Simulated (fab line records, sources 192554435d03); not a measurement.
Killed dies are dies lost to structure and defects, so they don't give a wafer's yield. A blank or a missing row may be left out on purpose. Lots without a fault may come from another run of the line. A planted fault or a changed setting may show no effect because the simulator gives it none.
Problem report in the 8D (eight disciplines) form, filled by code | flow n5_finfet | the parts of the form that need people (team, actions taken, sign-off) are left out

1. THE PROBLEM
spin_speed_rpm at N5_DUMMY_GATE_COAT_28 reads a mean of 1301.6 rpm on 6 wafers of 2 lots; wafers without a fault read 1500.1 rpm with a standard deviation of 0.87. That is -99 or more standard deviations from the usual mean.
The step: time 60 s, resist thk 10 nm.
First seen on wafer L763.2, day 7 21:41, on litho_track-03. The record holds 18 wafers of 6 lots with a number at this step. Rule for "out", or "out of limits": more than 4 standard deviations from the usual mean. The other wafers with a number count as sound.

2. WHAT IT IS AND WHAT IT IS NOT
question                    | is                     | is not
which readings at this step | spin_speed_rpm         | dispense_pressure_kPa, heater_power_total_W, resist_line_temp_C
which lots                  | L763, L766             | L744, L745, L748, L754
which wafers of those lots  | all that have a number | -
read on which tools         | litho_track-03         | litho_track-04, litho_track-05
when                        | from day 7 21:41       | up to then (12 sound wafers)

3. SUSPECTS, AND WHAT RULES EACH OUT
Counting: a tool at a process step up to the reading stays a suspect if it ran every lot that is out and no sound lot after the first of them.
- litho_track-03 at N5_DUMMY_GATE_COAT_28 (time 60 s, resist thk 10 nm): kept. It ran every lot that is out, first L763 (day 7 21:41), and no sound lot after that; its last sound lot up to then is L754 (day 5 15:53). Its own readings are out on those wafers: spin_speed_rpm.
Left after counting: litho_track-03 at N5_DUMMY_GATE_COAT_28.

4. THE CAUSE (what the simulator had put in)
Process parameter drift: litho_track-03, from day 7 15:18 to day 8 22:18, at N5_DUMMY_GATE_COAT_28. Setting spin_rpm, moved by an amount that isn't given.
Counting left only this tool.

5. THE CHAIN OF EFFECTS, in route order
Each row: a reading whose mean over the struck wafers that have a number lies more than 3 standard deviations from the usual. Only readings for which the record gives a usual standard deviation are gone through. hours: the time from each lot's start at the first step in this table that gives one to its start at this step, as a median over the lots. sigmas: the change in usual standard deviations.
hours | step                  | reading        | usual      | on struck wafers | change | sigmas
0     | N5_DUMMY_GATE_COAT_28 | spin_speed_rpm | 1500.1 rpm | 1301.6           | -198.5 | -99 or more
The process steps in it:
- N5_DUMMY_GATE_COAT_28: time 60 s, resist thk 10 nm.

6. WHAT WOULD HAVE CAUGHT IT SOONER
In this record the first reading out of limits was taken at day 7 21:41, 6 hours after the fault began at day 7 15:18.
